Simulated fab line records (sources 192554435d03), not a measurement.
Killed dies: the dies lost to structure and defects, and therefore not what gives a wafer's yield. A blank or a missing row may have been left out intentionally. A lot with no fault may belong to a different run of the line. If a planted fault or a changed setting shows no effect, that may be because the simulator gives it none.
Struck lot and sound lot, side by side ; flow n5 finfet ; 26 out of 1938 route steps
Sound: these wafers, L713.3, L713.5, L713.6. Struck: wafers L716.3, L716.5 (left out: L716.2, a lot-mate that was not struck); the cause follows at the end.
Each step with rows lists, per side, the tool, then ch with its chambers, then its first start. Under that, the readings that differ: sound wafers ; struck wafers ; difference of the means ; sigmas: that difference in standard deviations of wafers without a fault.
alike: a reading whose means differ by less than 2 such deviations, as well as words and numbers matching on both sides. not compared: withheld readings; readings where some wafer has no value; bounds like >300 that might hide an equal value; numbers whose values overlap and for which the record gives no deviation.
Wherever a step has rows on one side only, a row that says differs or no value, or a row with sigmas, the two part there. Non-overlapping numbers with no deviation appear without sigmas and do not part them. A reading missing from all wafers of one side parts the sides only when that side holds two or more wafers.

first, 9 steps without rows for these wafers: N5_MIM_TOP_LITHO_EBR_04; N5_MIM_TOP_LITHO_SOFTBAKE_03 (time 90 s); N5_MIM_TOP_LITHO_EXPOSE_05 (exposes mask MIM TOP, target cd 2000 nm); N5_MIM_TOP_LITHO_PEB_06; N5_MIM_TOP_LITHO_DEVELOP_07 (develop time 60 s); N5_MIM_TOP_LITHO_HARDBAKE_09 (time 120 s); N5_MIM_TOP_LITHO_DESCUM_10 (chemistry O2, time 7.9 s); N5_MIM_TOP_ETCH_ETCH_00 (etches TiN in Cl2/BCl3, target depth 38.5 nm); N5_MIM_TOP_ETCH_STRIP_01 (strips in O2).
N5_MIM_TOP_ETCH_PECVD_03: deposits SiNx from SiH4/NH3/N2, target thk 20 nm, time 17.6 s.
  sound on pecvd-04 ch 1,2, day 12 13:31; struck on pecvd-04 ch 0,2, day 13 10:57
reading;sound;struck;difference;sigmas
susceptor temp C (C);399.68 400.33 399.77;- -;no value on the struck wafers;
model.SiNx_of_MIM_TOP_ETCH_PECVD_03.thk nm (nm);20 20.4 20.4;18.6 18.8;-1.6;
  alike: heater power w, showerhead plenum p Torr, throttle valve pct
then, 13 steps without rows for these wafers: N5_MIM_BOT_LITHO_HMDS_01 (time 60 s); N5_MIM_BOT_LITHO_COAT_02; N5_MIM_BOT_LITHO_EBR_04; N5_MIM_BOT_LITHO_SOFTBAKE_03 (time 90 s); N5_MIM_BOT_LITHO_EXPOSE_05 (exposes mask MIM BOT); N5_MIM_BOT_LITHO_PEB_06; N5_MIM_BOT_LITHO_DEVELOP_07 (develop time 60 s); N5_MIM_BOT_LITHO_HARDBAKE_09 (time 120 s); N5_MIM_BOT_LITHO_DESCUM_10 (chemistry O2, time 7.9 s); N5_MIM_BOT_ETCH_ETCH_04 (etches SiNx in CF4/O2, target depth 26 nm, time 13 s); N5_MIM_BOT_ETCH_ETCH_03 (etches the open film in Cl2/BCl3, target depth 12 nm); N5_MIM_BOT_ETCH_ETCH_00 (etches TiN in Cl2/BCl3, target depth 45.5 nm); N5_MIM_BOT_ETCH_STRIP_01 (strips in O2).
N5_MIM_BOT_ETCH_STRIP_02: strips in post etch residue remover, time 1200 s.
  sound on wet bench-05 ch 3,5,6, day 12 14:33; struck on wet bench-01 ch 0,7, day 13 12:07
reading;sound;struck;difference;sigmas
model.SiNx_of_MIM_TOP_ETCH_PECVD_03.thk nm (nm);19.6 20.2 20;18.2 18.4;-1.6;
then, 1 step without rows for these wafers: N5_MIM_BOT_ETCH_CLEAN_05 (cleans in IPA, time 180 s).
N5_PASSIVATION_PROBE_49:
  the record has rows for the struck wafers here (prober-02, day 13 20:00) and none for the sound ones

== WHERE THEY PART ==
At N5_MIM_TOP_ETCH_PECVD_03 first; at N5_PASSIVATION_PROBE_49 last (within this record only).

WHY: the cause the simulator had injected
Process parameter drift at N5_MIM_TOP_ETCH_PECVD_03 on pecvd-04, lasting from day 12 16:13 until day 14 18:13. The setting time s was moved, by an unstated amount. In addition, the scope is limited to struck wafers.
